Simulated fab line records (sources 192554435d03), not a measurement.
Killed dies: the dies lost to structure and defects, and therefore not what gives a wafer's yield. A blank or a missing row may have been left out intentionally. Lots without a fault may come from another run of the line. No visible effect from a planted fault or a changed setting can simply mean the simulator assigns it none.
A struck lot beside a sound one    flow n5 finfet    37 steps out of a route of 1938
Sound: the wafers L394.2, L394.3, L394.6. Struck: wafers L387.2, L387.3, L387.4. The cause is named last.
For every step that has rows: the tool of each side, followed by ch and its chambers, followed by its first start. Under that, the readings that differ: sound wafers    struck wafers    difference of the means    sigmas: that difference in standard deviations of wafers without a fault.
alike: words and numbers the same on both sides, and readings whose means are apart by under 2 such deviations; not compared: readings that were withheld, readings missing a value for some wafer, numbers with overlapping values and no deviation given by the record, and bounds like >300 which may hide the same value.
Wherever a step has rows on one side only, a row that says differs or no value, or a row with sigmas, the two part there. When numbers do not overlap yet have no deviation, they are printed without sigmas and do not part them. A reading missing from all wafers of one side parts the sides only when that side holds two or more wafers.

first, 9 steps without rows for these wafers: N5_BEOL_M4_ANNEAL_95 (time 240 s); N5_BEOL_M4_SPUTTER_96 (material Cu, target thk 4.5 nm, time 8.29 s); N5_BEOL_M4_ECD_50 (material Cu, target thk 300 nm); N5_BEOL_M4_ANNEAL_51 (time 90 s); N5_BEOL_M4_CMP_52 (polishes, stops on SiOC, t overpolish 6.8 s, target thk 40 nm); N5_BEOL_M4_PRE_CLEAN_60 (time 15 s); N5_BEOL_M4_CO_CAP_55 (material Co, precursor CCTBA/H2, target thk 2 nm, time 102.1 s); N5_BEOL_M4_PRE_CLEAN_56 (time 15 s); N5_BEOL_M4_DEP_57 (deposits SiCN from 3MS/NH3, target thk 8 nm, time 14 s).
N5_BEOL_M4_RC_MEAS_101:
  sound on prober-01 ch 0, day 14 08:02; struck on prober-01 ch 0, day 12 02:46
  alike: DIBL_N, DIBL_P, IOFF_N, IOFF_P, ION_N, ION_P, SS_N, SS_P, VT_N, VT_P
then, 24 steps without rows for these wafers: N5_BEOL_M5_ILD_DEP_00 (deposits SiCOH lowk from DEMS/porogen, target thk 140.64 nm, time 25.9 s); N5_BEOL_M5_CURE_79 (cures SiCOH lowk, time 240 s); N5_BEOL_M5_PECVD_70 (deposits SiO2 from TEOS/O2, target thk 16 nm, time 18 s); N5_BEOL_M5_HM_DEP_02 (deposits TiN, target thk 20 nm); N5_BEOL_M5_COAT_59 (time 60 s, resist thk 60 nm); N5_BEOL_M5_COAT_60 (time 60 s, resist thk 12 nm); N5_BEOL_M5_COAT_71 (time 60 s, resist thk 5 nm); N5_BEOL_M5_COAT_05 (resist thk 30 nm); N5_BEOL_M5_EBR_07; N5_BEOL_M5_SOFTBAKE_06 (time 60 s); N5_BEOL_M5_EXPOSE_08 (exposes mask M5, target cd 28 nm); N5_BEOL_M5_PEB_09 (peb time 60 s); N5_BEOL_M5_DEVELOP_10 (develop time 30 s); N5_BEOL_M5_DESCUM_16 (chemistry O2, time 7 s); N5_BEOL_M5_ETCH_72 (etches underlayer in N2/H2, target depth 6.5 nm, time 5.2 s); N5_BEOL_M5_ETCH_61 (etches SiARC in CF4, target depth 15.6 nm, time 26 s); N5_BEOL_M5_ETCH_62 (etches SOC in N2/H2, target depth 75 nm, overetch 15 nm, time 112.5 s); N5_BEOL_M5_STRIP_63 (strips in N2/H2); N5_BEOL_M5_STRIP_73 (strips in N2/H2); N5_BEOL_M5_STRIP_64 (strips in CF4); N5_BEOL_M5_HM_OPEN_17 (chemistry Cl2/BCl3, target TiN, target depth 20 nm, overetch 6 nm); N5_BEOL_M5_STRIP_19 (strips in O2); N5_BEOL_M5_COAT_65 (time 60 s, resist thk 60 nm); N5_BEOL_M5_COAT_66 (time 60 s, resist thk 12 nm).
-- here the record skips 4 days between the struck wafers' starts before and after, leaving off in module BEOL_M5 and picking up in module MIM_BOT_ETCH (first step shown: number 1866 of the route) --
N5_MIM_BOT_ETCH_ETCH_04: etches SiNx in CF4/O2, target depth 26 nm, time 13 s.
  sound on rie diel-06 ch 0,3, day 18 04:01; struck on rie diel-04 ch 2,3, day 16 09:17
  no value came back on the struck wafers for any of 8 readings (O2_flow_sccm (sccm), bias w (W) and others); on the sound wafers O2_flow_sccm (sccm) reads 10.002 9.972 9.971
  not compared: rf hours counter h, model.coat_of_MIM_BOT_LITHO_COAT_02.thk nm
N5_MIM_BOT_ETCH_ETCH_00: etches TiN in Cl2/BCl3, target depth 45.5 nm.
  sound on rie metal-02 ch 0,1, day 18 04:11; struck on rie metal-01 ch 0,1, day 16 09:28
  alike: bcl3 flow sccm, bias w, chamber pressure mTorr, drypump motor current A, oes product au, throttle valve pct
  not compared: rf hours counter h, model.coat_of_MIM_BOT_LITHO_COAT_02.thk nm
N5_PASSIVATION_PROBE_49:
  sound: prober-02 at day 18 14:43; struck: prober-01 at day 16 17:58
reading                   sound           struck          difference  sigmas
defect limited yield (%)  91.4 88.9 89.1  0 0 0           -90         -60
killed at other           3 5 1           1066 1055 1083  +1065       +99 or more
killed dies               101 131 129     1180 1180 1180  +1060       +59
killed on rim             14 15 15        152 152 152     +137        +36
sort_bin_5_function (%)   5.0 5.9 6.3     95.6 95.6 95.9  +90.0       +98
sort n pass               1079 1049 1051  0 0 0           -1060       -59
sort yield pct (%)        91.4 88.9 89.1  0 0 0           -90         -60
  alike: killed_at_M0_to_M3, killed_at_M4_up, killed at contacts, killed at front end, killed open, killed short, sort_bin_6_memory

WHERE THEY PART
At N5_MIM_BOT_ETCH_ETCH_04 first; at N5_PASSIVATION_PROBE_49 last (within this record only).

WHY: what had been put in by the simulator
Entire step skipped (rie diel-04, N5_MIM_BOT_ETCH_ETCH_04), from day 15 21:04 onward. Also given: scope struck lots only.
